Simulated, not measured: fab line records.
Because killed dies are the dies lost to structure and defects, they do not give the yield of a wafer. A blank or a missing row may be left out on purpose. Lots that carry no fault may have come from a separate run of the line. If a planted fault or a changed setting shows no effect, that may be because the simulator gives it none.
Chamber matching :: flow nand-harc :: rie-diel-10 running NHARC_A_BONDPAD_STRIP_15: 4 sister chambers
The step strips in O2. 8 wafers are shown with their chamber, then 9 later ones without.

WAFERS, EACH WITH ITS CHAMBER
wafer: L437.3
chamber: 2
showerhead-plenum-p-Torr (Torr): 3.46
throttle-valve-pct (%): 17.036

wafer: L443.4
chamber: 0
showerhead-plenum-p-Torr (Torr): 3.55
throttle-valve-pct (%): 17.019

wafer: L446.4
chamber: 2
showerhead-plenum-p-Torr (Torr): 3.46
throttle-valve-pct (%): 17.008

wafer: L448.3
chamber: 1
showerhead-plenum-p-Torr (Torr): 3.61
throttle-valve-pct (%): 17.048

wafer: L448.6
chamber: 3
showerhead-plenum-p-Torr (Torr): 3.53
throttle-valve-pct (%): 17.050

wafer: L447.1
chamber: 1
showerhead-plenum-p-Torr (Torr): 3.61
throttle-valve-pct (%): 17.046

wafer: L447.3
chamber: 3
showerhead-plenum-p-Torr (Torr): 3.52
throttle-valve-pct (%): 17.027

wafer: L447.6
chamber: 0
showerhead-plenum-p-Torr (Torr): 3.55
throttle-valve-pct (%): 17.031

WAFERS WITHOUT THEIR CHAMBER
wafer: L450.2
showerhead-plenum-p-Torr (Torr): 3.53
throttle-valve-pct (%): 17.038

wafer: L450.4
showerhead-plenum-p-Torr (Torr): 3.46
throttle-valve-pct (%): 17.035

wafer: L450.5
showerhead-plenum-p-Torr (Torr): 3.61
throttle-valve-pct (%): 17.044

wafer: L451.2
showerhead-plenum-p-Torr (Torr): 3.61
throttle-valve-pct (%): 17.032

wafer: L451.3
showerhead-plenum-p-Torr (Torr): 3.52
throttle-valve-pct (%): 17.047

wafer: L451.4
showerhead-plenum-p-Torr (Torr): 3.46
throttle-valve-pct (%): 17.047

wafer: L456.3
showerhead-plenum-p-Torr (Torr): 3.55
throttle-valve-pct (%): 17.045

wafer: L456.4
showerhead-plenum-p-Torr (Torr): 3.61
throttle-valve-pct (%): 17.042

wafer: L456.6
showerhead-plenum-p-Torr (Torr): 3.46
throttle-valve-pct (%): 17.037

CHAMBER TAKEN BY EACH
wafer: L450.2
from the rows above: 3
in truth: 3

wafer: L450.4
from the rows above: 2
in truth: 2

wafer: L450.5
from the rows above: 1
in truth: 1

wafer: L451.2
from the rows above: 1
in truth: 1

wafer: L451.3
from the rows above: 3
in truth: 3

wafer: L451.4
from the rows above: 2
in truth: 2

wafer: L456.3
from the rows above: 0
in truth: 0

wafer: L456.4
from the rows above: 1
in truth: 1

wafer: L456.6
from the rows above: 2
in truth: 2
Placed correctly: 9 of 9. Left unplaced by these rows: 0. Number placed wrongly: 0.
How it was worked out, from the rows above alone: a wafer's distance from a chamber is the root of the sum, over the readings, of the square of ((its reading less the chamber's mean) divided by the reading's scatter). If the next closest chamber is less than 2 further off than the closest, the wafer can't be placed; otherwise it belongs to the closest. Each chamber's mean is taken over the wafers shown for it. The scatter: take each reading less its chamber's mean, square it, sum over the shown wafers, divide by the number of wafers less the number of chambers, and take the root.
